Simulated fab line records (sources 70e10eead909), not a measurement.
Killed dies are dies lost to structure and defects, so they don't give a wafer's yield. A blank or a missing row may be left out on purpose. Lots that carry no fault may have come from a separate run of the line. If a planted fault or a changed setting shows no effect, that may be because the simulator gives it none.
Shared-tool check -- flow nandHarc -- Sample size 3 lots and 9 wafers

== WHY THIS WAS OPENED ==
At NHARC_END_SORT_01 the reading killedDies is flagged on 3 of 3 lots. Fault-free wafers read 32, with a standard deviation of 11.
Rule: a lot is flagged in two cases, either no wafer of it has a number, or all its wafers with numbers fall more than 4 standard deviations from that mean. The rest of the lots are taken to be sound.

lot,measured,on,"killedDies, wafer by wafer",flag
L374,day 22 02:00,prober-02,116 153 149,FLAGGED
L371,day 22 06:13,prober-01,103 99 132,FLAGGED
L372,day 22 09:53,prober-02,116 143 104,FLAGGED
On average the flagged lots' numbers are 124, which is +92 against the usual, or +8 standard deviations.

== LOT BY LOT: THE TOOL USED ==
3 process steps preceding the reading are held in the record, out of 1159 steps in the route. Every cell lists first the tool, next ch and the chambers used by the sampled wafers, and last the start.
lot,flag,NHARC_A_CONTACT_STRIP_101,NHARC_THIN_TSV_DESCUM_14,NHARC_THIN_TSV_ETCH_44
L374,FLAGGED,"rieDiel-04 ch 0,3, day 19 10:50","rieDiel-08 ch 0,1,3, day 21 13:37","rieDiel-08 ch 1,3, day 21 13:46"
L371,FLAGGED,"rieDiel-04 ch 0,1,3, day 18 23:26","rieDiel-09 ch 0,1,3, day 21 11:20","rieDiel-09 ch 2,3, day 21 11:29"
L372,FLAGGED,"rieDiel-04 ch 0,2,3, day 19 08:25","rieDiel-10 ch 0,2,3, day 21 12:31","rieDiel-10 ch 2,3, day 21 12:40"
What the steps here do:
- NHARC_A_CONTACT_STRIP_101: strips in O2/COS.
- NHARC_THIN_TSV_DESCUM_14: chemistry O2, time 3 s.
- NHARC_THIN_TSV_ETCH_44: etches the open film in CF4/O2, target depth 1594.2 nm, time 797.1 s.
- NHARC_END_SORT_01

== FLAGGED OVER TOTAL, TOOL BY TOOL (the gauges that took the reading come last) ==
step,tool,lots run,flagged,share of the flagged lots,sound lots run after its first flagged lot
NHARC_A_CONTACT_STRIP_101,rieDiel-04,3,3,all,0
NHARC_THIN_TSV_DESCUM_14,rieDiel-08,1,1,some,0
NHARC_THIN_TSV_DESCUM_14,rieDiel-09,1,1,some,0
NHARC_THIN_TSV_DESCUM_14,rieDiel-10,1,1,some,0
NHARC_THIN_TSV_ETCH_44,rieDiel-08,1,1,some,0
NHARC_THIN_TSV_ETCH_44,rieDiel-09,1,1,some,0
NHARC_THIN_TSV_ETCH_44,rieDiel-10,1,1,some,0
NHARC_END_SORT_01,prober-01,1,1,some,0
NHARC_END_SORT_01,prober-02,2,2,some,0

== WHAT THE TABLE PERMITS ==
All flagged lots share 1 row of the table, namely rieDiel-04 at NHARC_A_CONTACT_STRIP_101.
- rieDiel-04 at NHARC_A_CONTACT_STRIP_101: 3 of its 3 lots flagged. No sound lot ran on it before its first flagged lot in this sample; the start therefore can't be narrowed down.
Left over: one tool, rieDiel-04 at NHARC_A_CONTACT_STRIP_101.

== WHAT HAD BEEN PUT IN BY THE SIMULATOR ==
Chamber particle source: rieDiel-04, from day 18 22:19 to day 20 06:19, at NHARC_A_CONTACT_STRIP_101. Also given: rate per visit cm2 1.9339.
Struck lots among those shown: L374, L371, L372. The rule above reached the same finding.
